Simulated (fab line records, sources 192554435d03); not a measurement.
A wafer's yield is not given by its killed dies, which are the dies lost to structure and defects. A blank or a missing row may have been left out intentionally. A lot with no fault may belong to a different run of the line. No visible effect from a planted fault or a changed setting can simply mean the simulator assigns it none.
Which tool was responsible? -- flow n5 finfet -- 24 lots with 72 wafers sampled at 2 steps, on a route of 1938 steps

WHAT EACH GAUGE READ, for each wafer
N5_BEOL_M1_OVL_MEAS_12. Usual: M1_OVL -0.1 nm, standard deviation 0.81.
lot,measured,on,M1_OVL (nm),flag
L074,day 6 14:17,overlay-02,-0.6 0.4 0.1,
L076,day 6 19:28,overlay-02,-0.1 -0.8 0.9,
L077,day 7 08:16,overlay-02,0.7 0.3 0.9,
L075,day 7 11:10,overlay-01,-0.4 -0.9 -0.9,
L078,day 7 15:16,overlay-02,-0.3 0.1 1.5,
L079,day 7 16:38,overlay-02,0.5 0.7 -0.3,
L080,day 7 20:44,overlay-02,0.3 -1.3 -0.6,
L081,day 8 02:01,overlay-01,-0.6 -0.1 0.1,
L082,day 8 06:34,overlay-02,-1.2 -0.6 0.3,
L083,day 8 11:50,overlay-01,0.3 -0.4 -0.2,
L084,day 8 21:48,overlay-02,-0.7 -1.0 -1.0,
L085,day 9 03:07,overlay-02,0.0 -0.6 0.3,
L086,day 9 04:46,overlay-02,0.5 0.4 -0.1,
L087,day 9 10:23,overlay-01,-0.9 0.8 0.3,
L088,day 9 14:01,overlay-01,-0.8 -0.5 -0.1,
L089,day 10 04:55,overlay-01,0.7 1.2 1.7,
L090,day 10 08:44,overlay-02,0.8 -0.7 -0.2,
L091,day 10 13:09,overlay-01,-0.9 -0.4 0.6,
L092,day 10 17:22,overlay-01,0.8 0.1 0.6,
L093,day 10 21:28,overlay-02,-1.4 -0.9 -0.9,
L094,day 11 04:03,overlay-02,-0.4 -0.3 0.9,
L095,day 11 11:16,overlay-02,-0.6 0.1 1.1,
L096,day 11 18:52,overlay-01,-2.0 -1.2 -1.0,
L097,day 12 01:50,overlay-02,1.3 1.1 1.1,

WHICH TOOL RAN EACH LOT (tool, then ch and the chambers of the sampled wafers, then the start)
lot,N5_BEOL_M1_PECVD_72
L074,"pecvd-03 ch 0,2, day 6 13:34"
L076,"pecvd-02 ch 0,1,2, day 6 15:57"
L077,"pecvd-03 ch 0,1,2, day 7 06:23"
L075,"pecvd-02 ch 1,2, day 7 10:08"
L078,"pecvd-04 ch 1,2, day 7 11:43"
L079,"pecvd-04 ch 0,1, day 7 15:58"
L080,"pecvd-02 ch 0,1, day 7 18:43"
L081,"pecvd-03 ch 0,2, day 8 00:45"
L082,"pecvd-02 ch 1,2, day 8 05:04"
L083,"pecvd-03 ch 0,2, day 8 08:37"
L084,"pecvd-03 ch 0,1,2, day 8 20:38"
L085,"pecvd-04 ch 0,1,2, day 9 01:35"
L086,"pecvd-03 ch 0,2, day 9 03:38"
L087,"pecvd-04 ch 0,1,2, day 9 07:50"
L088,"pecvd-02 ch 0,1,2, day 9 12:55"
L089,"pecvd-02 ch 0,1,2, day 10 02:59"
L090,"pecvd-03 ch 0,2, day 10 07:43"
L091,"pecvd-03 ch 0,2, day 10 12:32"
L092,"pecvd-03 ch 0,1, day 10 16:09"
L093,"pecvd-04 ch 0,1,2, day 10 20:27"
L094,"pecvd-04 ch 0,1,2, day 11 02:46"
L095,"pecvd-02 ch 0,1, day 11 08:03"
L096,"pecvd-03 ch 0,1, day 11 17:49"
L097,"pecvd-03 ch 0,1,2, day 12 01:14"
- N5_BEOL_M1_PECVD_72: deposits SiO2 from TEOS/O2, target thk 16 nm, time 18 s.

AS READ BY THE TOOLS THEMSELVES (means over the sampled wafers that have a number; for cases with no such wafer, the mark the record gives instead)
N5_BEOL_M1_PECVD_72. Usual: heater power w 730 W, standard deviation 130; showerhead plenum p Torr 8.78 Torr, standard deviation 0.067; throttle valve pct 22.6 %, standard deviation 0.89.
lot,tool,heater power w (W),showerhead plenum p Torr (Torr),throttle valve pct (%),flag
L074,pecvd-03,655,8.86,21.6,
L076,pecvd-02,754,8.76,22.6,
L077,pecvd-03,645,8.80,22.5,
L075,pecvd-02,783,8.75,22.7,
L078,pecvd-04,853,8.76,23.0,
L079,pecvd-04,893,8.70,22.9,
L080,pecvd-02,747,8.77,23.2,
L081,pecvd-03,717,8.86,21.7,
L082,pecvd-02,769,8.75,22.9,
L083,pecvd-03,730,8.86,21.6,
L084,pecvd-03,615,8.80,22.6,
L085,pecvd-04,914,8.74,22.6,
L086,pecvd-03,637,8.80,22.2,
L087,pecvd-04,878,8.72,22.7,
L088,pecvd-02,709,8.77,22.6,
L089,pecvd-02,727,8.79,22.8,
L090,pecvd-03,629,8.81,22.1,
L091,pecvd-03,599,8.81,22.3,
L092,pecvd-03,597,8.76,23.3,
L093,pecvd-04,897,8.73,22.4,
L094,pecvd-04,885,8.72,22.2,
L095,pecvd-02,781,8.74,23.1,
L096,pecvd-03,574,8.75,23.4,
L097,pecvd-03,627,8.81,22.4,

THE ANSWER, worked out from the rows above alone
Rule: a lot is off if the mean of its wafers that have a number lies more than 3 standard deviations from the usual mean. A lot without any number at a reading at which 4 lots or more have one is off too. The other lots that the step has rows for count as sound. The gauges are gone through in route order, then the tools' own readings, and for those a lot's mean is taken as printed above. The first step at which some lot is off is used, and at that step the reading that is off furthest; a lot without a number counts as furthest.
No lot is off on any of the readings shown, so nothing can be concluded from this.

WHAT THE SIMULATOR HAD PUT IN
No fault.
